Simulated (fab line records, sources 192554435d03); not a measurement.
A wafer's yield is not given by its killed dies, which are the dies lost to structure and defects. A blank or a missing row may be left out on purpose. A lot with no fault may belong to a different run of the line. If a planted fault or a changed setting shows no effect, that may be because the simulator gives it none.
Matching of chambers ; flow n5 finfet ; N5_BEOL_M10_VIA_ETCH_34 on rie diel-06: 4 sister chambers
The step etches SiCOH lowk in C4F6/O2, target depth 184.5 nm, time 69.2 s. 4 wafers are shown with their chamber, then 7 later ones without.

EACH WAFER AND ITS CHAMBER
wafer;chamber;drypump motor current A (A)
L083.3;1;5.1
L083.6;2;6.6
L084.1;3;5.8
L084.5;0;4.9

WAFERS WHOSE CHAMBER IS MISSING
wafer;drypump motor current A (A)
L084.6;5.1
L090.1;5.2
L090.5;4.9
L090.6;5.8
L093.3;5.1
L093.5;6.6
L093.6;4.9

EACH ONE'S CHAMBER
wafer;from the rows above;in truth
L084.6;1;1
L090.1;1;1
L090.5;0;0
L090.6;3;3
L093.3;1;1
L093.5;2;2
L093.6;0;0
Correct placement for 7 of the 7. From these rows, 0 cannot be placed. Wrongly placed: 0.
How it was worked out, from the rows above alone: a wafer's distance from a chamber is the root of the sum, over the readings, of the square of ((its reading less the chamber's mean) divided by the reading's scatter). If the next closest chamber is less than 2 further off than the closest, the wafer can't be placed; otherwise it belongs to the closest. The mean given for a chamber averages the wafers shown for that chamber. The scatter (one wafer shown for each chamber): square how far every hidden wafer sits from the nearest shown wafer, average those squares and take the square root.
